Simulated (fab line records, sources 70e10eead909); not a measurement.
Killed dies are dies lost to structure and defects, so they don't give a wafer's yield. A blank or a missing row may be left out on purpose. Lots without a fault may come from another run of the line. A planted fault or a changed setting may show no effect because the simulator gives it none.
Chamber matching | flow nand_harc | NHARC_A_STAIRCASE_DESCUM_252 on rie_diel-10: 4 sister chambers
The step chemistry O2, time 3 s. 8 wafers are shown with their chamber, then 8 later ones without.

WAFERS WITH THEIR CHAMBER
wafer  | chamber | drypump_motor_current_A (A) | showerhead_plenum_p_Torr (Torr)
L079.2 | 2       | 5.1                         | 2.06
L079.4 | 0       | 5.0                         | 2.06
L081.1 | 1       | 5.5                         | 2.04
L081.4 | 0       | 5.0                         | 2.06
L081.5 | 2       | 5.1                         | 2.06
L083.3 | 1       | 5.5                         | 2.03
L083.6 | 3       | 5.7                         | 1.93
L089.2 | 3       | 5.8                         | 1.92

WAFERS WITHOUT THEIR CHAMBER
wafer  | drypump_motor_current_A (A) | showerhead_plenum_p_Torr (Torr)
L089.4 | 5.0                         | 2.05
L089.5 | 5.8                         | 1.92
L095.1 | 5.0                         | 2.05
L095.2 | 5.5                         | 2.03
L095.6 | 5.0                         | 2.05
L097.1 | 5.7                         | 1.92
L097.3 | 5.1                         | 2.04
L097.5 | 5.7                         | 1.92

WHICH CHAMBER EACH WENT THROUGH
wafer  | from the rows above     | in truth
L089.4 | can't be placed: 0 or 2 | 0
L089.5 | 3                       | 3
L095.1 | can't be placed: 0 or 2 | 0
L095.2 | 1                       | 1
L095.6 | can't be placed: 0 or 2 | 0
L097.1 | 3                       | 3
L097.3 | can't be placed: 2 or 0 | 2
L097.5 | 3                       | 3
Placed correctly: 4 of 8. Can't be placed from these rows: 4 (the true chamber is among the candidates in 4). Placed wrongly: 0.
How it was worked out, from the rows above alone: a wafer's distance from a chamber is the root of the sum, over the readings, of the square of ((its reading less the chamber's mean) divided by the reading's scatter). The wafer belongs to the nearest chamber; if the next one is less than 2 further off, it can't be placed. A chamber's mean is the mean of its shown wafers. The scatter: the root of (the sum of the squares of (reading less its chamber's mean) over the shown wafers, divided by (wafers less chambers)).
